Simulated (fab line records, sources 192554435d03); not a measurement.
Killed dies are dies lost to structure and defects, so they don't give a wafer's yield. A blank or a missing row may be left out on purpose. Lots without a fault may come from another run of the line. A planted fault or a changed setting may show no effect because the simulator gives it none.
One fault seen from 2 desks | flow n5_finfet | each desk has only its own numbers; what lay behind them comes last

THE TOOL OWNER'S DESK: rie_diel-06
The tool's own readings at N5_FIN_SAQP_ETCH_67 (etches SiNx in CH3F/O2, target depth 30 nm): means of the sampled wafers that have a number, for each lot that ran on this tool. A lot is out of limits, marked OUT, if its mean lies more than 4 standard deviations from the usual mean; the brackets give that distance. Of its 8 readings 7 are shown: those that lie furthest out on some lot.
Columns: A = mfc_ar_sccm at N5_FIN_SAQP_ETCH_67, usual 150.0 sccm; B = oes_f_703_au at N5_FIN_SAQP_ETCH_67, usual 0.80 a.u.; C = oes_o_777_au at N5_FIN_SAQP_ETCH_67, usual 0.80 a.u.; D = oes_product_au at N5_FIN_SAQP_ETCH_67, usual 0.80 a.u.; E = rf_vpp_V at N5_FIN_SAQP_ETCH_67, usual 295 V; F = showerhead_plenum_p_Torr at N5_FIN_SAQP_ETCH_67, usual 1.98 Torr; G = throttle_valve_pct at N5_FIN_SAQP_ETCH_67, usual 16.36 %
lot  | first seen here | A     | B    | C    | D    | E   | F    | G
L942 | day 2 07:36     | 150.1 | 0.81 | 0.81 | 0.79 | 289 | 2.01 | 16.44
L959 | day 6 13:13     | 149.6 | 0.91 | 0.90 | 0.87 | 294 | 2.00 | 16.14
L960 | day 6 19:18     | 150.3 | 0.91 | 0.88 | 0.78 | 290 | 2.03 | 16.22
This desk's finding: nothing out of limits on any of the 3 lots.

THE METROLOGY DESK
What the gauges read, lot by lot, whatever tool the lot ran on: means of the sampled wafers that have a number. A lot is out of limits, marked OUT, if its mean lies more than 4 standard deviations from the usual mean; the brackets give that distance.
Columns: A = cd_nm at N5_FIN_SAQP_CD_MEAS_27, usual 20.26 nm
lot  | first seen here | A
L942 | day 2 06:50     | 20.38
L946 | day 3 07:20     | 20.34
L959 | day 6 12:26     | 20.27
L960 | day 6 18:10     | 19.93
L961 | day 6 23:53     | 20.15
L964 | day 7 18:10     | 20.12
This desk's finding: nothing out of limits on any of the 6 lots.

PUT TOGETHER
The tool owner's desk saw nothing out of limits.
The metrology desk saw nothing out of limits.

WHAT THE SIMULATOR HAD PUT IN
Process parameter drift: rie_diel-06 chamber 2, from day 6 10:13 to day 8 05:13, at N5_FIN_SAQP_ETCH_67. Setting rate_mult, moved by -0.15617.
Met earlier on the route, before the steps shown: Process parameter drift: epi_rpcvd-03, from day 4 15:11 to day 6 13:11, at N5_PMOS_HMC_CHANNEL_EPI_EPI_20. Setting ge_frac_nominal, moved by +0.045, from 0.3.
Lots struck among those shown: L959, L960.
